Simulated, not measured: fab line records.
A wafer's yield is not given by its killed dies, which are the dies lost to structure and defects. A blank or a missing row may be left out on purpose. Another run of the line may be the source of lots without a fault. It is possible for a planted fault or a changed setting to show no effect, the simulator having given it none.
Lot-split experiment + flow n5Finfet + on a route of 1938 steps: 7 lots, 39 wafers read

== ABOUT THE SPLIT ==
At N5_BEOL_M14_ILD_DEP_00 (deposits SiO2 from TEOS/O2, target thk 1119.3 nm, time 237.4 s), the setting targetThkA was moved away from the recipe's 11193 angstrom on 15 of the 39 wafers read, by -35.7% to +40.7%. This setting was run at the recipe's value on the other wafers.

The file shows no step between the split and the reading.

== THE READING ==
M14_ILD_THK at N5_BEOL_M14_THK_MEAS_01, in nm. Fault-free wafers of this fab line usually give 1120 nm, standard deviation 13 nm.

| wafer  | tool, chamber at the split | targetThkA as run, angstrom | against the recipe | M14_ILD_THK, nm | against lot-mates on the recipe |
|--------|----------------------------|-----------------------------|--------------------|-----------------|---------------------------------|
| L077.1 | pecvd-01, 1                | 7197                        | -35.7%             | 719             | -404                            |
| L077.2 | pecvd-01, 2                | 11193                       | recipe             | 1114            | -                               |
| L077.3 | pecvd-01, 0                | 7197                        | -35.7%             | 714             | -409                            |
| L077.4 | pecvd-01, 1                | 11193                       | recipe             | 1129            | -                               |
| L077.5 | pecvd-01, 2                | 7197                        | -35.7%             | 730             | -393                            |
| L077.6 | pecvd-01, 0                | 11193                       | recipe             | 1127            | -                               |
| L078.1 | pecvd-02, 1                | 9343                        | -16.5%             | 927             | -189                            |
| L078.2 | pecvd-02, 0                | 9343                        | -16.5%             | 926             | -190                            |
| L078.3 | pecvd-02, 2                | 9343                        | -16.5%             | 906             | -210                            |
| L078.4 | pecvd-02, 0                | 11193                       | recipe             | 1120            | -                               |
| L078.5 | pecvd-02, 1                | 11193                       | recipe             | 1119            | -                               |
| L078.6 | pecvd-02, 2                | 11193                       | recipe             | 1109            | -                               |
| L079.1 | pecvd-01, 0                | 11193                       | recipe             | 1113            | -                               |
| L079.2 | pecvd-01, 1                | 11193                       | recipe             | 1112            | -                               |
| L079.3 | pecvd-01, 2                | 11193                       | recipe             | 1120            | -                               |
| L079.4 | pecvd-01, 1                | 11193                       | recipe             | 1144            | -                               |
| L079.5 | pecvd-01, 0                | 11193                       | recipe             | 1122            | -                               |
| L079.6 | pecvd-01, 2                | 11193                       | recipe             | 1135            | -                               |
| L081.1 | pecvd-02, 0                | 11193                       | recipe             | 1123            | -                               |
| L081.2 | pecvd-02, 2                | 11193                       | recipe             | 1107            | -                               |
| L081.3 | pecvd-02, 1                | 11193                       | recipe             | 1125            | -                               |
| L081.4 | pecvd-02, 1                | 15170                       | +35.5%             | 1541            | +423                            |
| L081.5 | pecvd-02, 0                | 15170                       | +35.5%             | 1534            | +416                            |
| L081.6 | pecvd-02, 2                | 15170                       | +35.5%             | 1513            | +395                            |
| L085.1 | pecvd-03, 2                | 15750                       | +40.7%             | 1565            | +435                            |
| L085.2 | pecvd-03, 0                | 11193                       | recipe             | 1125            | -                               |
| L085.3 | pecvd-03, 1                | 15750                       | +40.7%             | 1578            | +448                            |
| L085.4 | pecvd-03, 2                | 11193                       | recipe             | 1135            | -                               |
| L085.5 | pecvd-03, 1                | 11193                       | recipe             | 1129            | -                               |
| L085.6 | pecvd-03, 0                | 15750                       | +40.7%             | 1592            | +462                            |
| L088.1 | pecvd-01, 2                | 11193                       | recipe             | 1107            | -                               |
| L088.4 | pecvd-01, 0,1              | 11193                       | recipe             | 1122            | -                               |
| L088.5 | pecvd-01, 0,1              | 11193                       | recipe             | 1121            | -                               |
| L092.1 | pecvd-02, 1                | 8926                        | -20.3%             | 877             | -234                            |
| L092.2 | pecvd-02, 2                | 11193                       | recipe             | 1099            | -                               |
| L092.3 | pecvd-02, 1                | 8926                        | -20.3%             | 895             | -216                            |
| L092.4 | pecvd-02, 2                | 11193                       | recipe             | 1122            | -                               |
| L092.5 | pecvd-02, 1                | 8926                        | -20.3%             | 889             | -222                            |
| L092.6 | pecvd-02, 2                | 11193                       | recipe             | 1112            | -                               |
Rows listing several chambers each stand for several wafers; the file does not say which wafer went through which chamber.

THE FIT
A straight line over all 39 wafers: M14_ILD_THK changes by +11.4 nm for each +1% of targetThkA; r = +1.00; the points scatter about the line by 11 nm.
The same after taking each lot's own level away (the mean of its wafers on the recipe; 39 wafers): +11.3 nm for each +1%; r = +1.00; scatter 10 nm.
That fit puts the effect of the largest move of targetThkA on the reading at 4.6e+02 nm.
The span of the lots' own levels, 1111.0 to 1129.7 nm, comes to 1.4 times the standard deviation stated above.
The two slopes are in agreement: the lot-to-lot level therefore moves the slope only a little.
Check: +463 nm against its lot-mates is what the line predicts for one of the wafers moved furthest among these (+40.7%) when that wafer is left out of the fit. It came out at +435 nm against them.

== THE WHOLE CHAIN: every reading that the file lists as answering this split, in the file's order ==
| step                    | what it does                                                   | reading                                                                            | change (the file's fit)              | r (the file's) |
|-------------------------|----------------------------------------------------------------|------------------------------------------------------------------------------------|--------------------------------------|----------------|
| N5_BEOL_M14_ILD_DEP_00  | deposits SiO2 from TEOS/O2, target thk 1119.3 nm, time 237.4 s | SiO2_of_BEOL_M14_ILD_DEP_00.thkNm (the simulator's own value, which no gauge read) | +11.3 nm for each +1% of the setting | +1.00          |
| N5_BEOL_M14_THK_MEAS_01 |                                                                | M14_ILD_THK                                                                        | +11.3 for each +1% of the setting    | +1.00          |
| N5_BEOL_M14_VIA_ETCH_16 | etches SiO2 in C4F8/O2/Ar, target depth 1231.3 nm              | etch.depthNm (the simulator's own value, which no gauge read)                      | +11.3 nm for each +1% of the setting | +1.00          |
| N5_BEOL_M14_VIA_ETCH_16 | etches SiO2 in C4F8/O2/Ar, target depth 1231.3 nm              | coat_of_BEOL_M14_COAT_04.thkNm (the simulator's own value, which no gauge read)    | -2.68 nm for each +1% of the setting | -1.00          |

== FILE'S OWN FIT ==
M14_ILD_THK changes by +11.3 nm for each +1% of targetThkA, r = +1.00.
